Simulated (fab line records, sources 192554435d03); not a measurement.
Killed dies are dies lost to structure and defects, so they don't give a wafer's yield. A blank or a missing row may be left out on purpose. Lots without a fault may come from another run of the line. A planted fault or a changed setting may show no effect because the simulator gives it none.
Chamber matching | flow n5_finfet | N5_FIN_CUT_CUT_ETCH_27 on rie_diel-03: 4 sister chambers
The step etches SiO2 in CHF3/O2, target depth 4 nm, overetch 2 nm, time 4.9 s. 4 wafers are shown with their chamber, then 9 later ones without.

WAFERS WITH THEIR CHAMBER
wafer  | chamber | drypump_motor_current_A (A)
L086.5 | 2       | 5.7
L093.2 | 1       | 5.7
L093.4 | 3       | 6.4
L093.5 | 0       | 6.2

WAFERS WITHOUT THEIR CHAMBER
wafer  | drypump_motor_current_A (A)
L095.1 | 6.3
L095.4 | 6.2
L095.5 | 6.3
L096.2 | 6.2
L096.4 | 6.4
L096.6 | 6.2
L097.4 | 5.8
L097.5 | 6.2
L097.6 | 6.3

WHICH CHAMBER EACH WENT THROUGH
wafer  | from the rows above     | in truth
L095.1 | can't be placed: 0 or 3 | 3
L095.4 | 0                       | 0
L095.5 | can't be placed: 0 or 3 | 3
L096.2 | 0                       | 0
L096.4 | 3                       | 3
L096.6 | 0                       | 0
L097.4 | can't be placed: 1 or 2 | 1
L097.5 | 0                       | 0
L097.6 | can't be placed: 0 or 3 | 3
Placed correctly: 5 of 9. Can't be placed from these rows: 4 (the true chamber is among the candidates in 4). Placed wrongly: 0.
How it was worked out, from the rows above alone: a wafer's distance from a chamber is the root of the sum, over the readings, of the square of ((its reading less the chamber's mean) divided by the reading's scatter). The wafer belongs to the nearest chamber; if the next one is less than 2 further off, it can't be placed. A chamber's mean is the mean of its shown wafers. The scatter: with one shown wafer a chamber, the root of the mean of the squares of how far each hidden wafer lies from its nearest shown one.
